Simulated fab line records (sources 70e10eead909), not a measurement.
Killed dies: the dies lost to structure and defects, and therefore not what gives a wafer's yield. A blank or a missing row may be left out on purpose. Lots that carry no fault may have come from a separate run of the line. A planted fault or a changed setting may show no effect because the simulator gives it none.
Chamber matching    flow nandHarc    NHARC_A_STAIRCASE_ETCH_292 on rieDiel-03 has 4 sister chambers
The step etches the open film in CF4/CHF3. 4 wafers are shown with their chamber, then 7 later ones without.

== WAFERS WITH THEIR CHAMBER ==
wafer   chamber  showerheadPlenumPTorr (Torr)
L082.1  2        1.47
L082.3  3        1.63
L085.1  0        1.52
L085.5  1        1.52

== WAFERS WHOSE CHAMBER IS MISSING ==
wafer   showerheadPlenumPTorr (Torr)
L085.6  1.52
L086.1  1.63
L086.2  1.52
L086.4  1.47
L096.1  1.62
L096.5  1.51
L096.6  1.46

== WHICH CHAMBER EACH WENT THROUGH ==
wafer   from the rows above      in truth
L085.6  can't be placed: 0 or 1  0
L086.1  3                        3
L086.2  can't be placed: 0 or 1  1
L086.4  2                        2
L096.1  3                        3
L096.5  can't be placed: 0 or 1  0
L096.6  2                        2
Placed correctly: 4 of 7. Can't be placed from these rows: 3 (the true chamber is among the candidates in 3). Placed wrongly: 0.
How it was worked out, from the rows above alone: a wafer's distance from a chamber is the root of the sum, over the readings, of the square of ((its reading less the chamber's mean) divided by the reading's scatter). If the next closest chamber is less than 2 further off than the closest, the wafer can't be placed; otherwise it belongs to the closest. For every chamber, the mean is computed from those of its wafers that are shown. The scatter: root of mean squared gap, hidden wafer to nearest shown wafer, with one shown wafer a chamber.
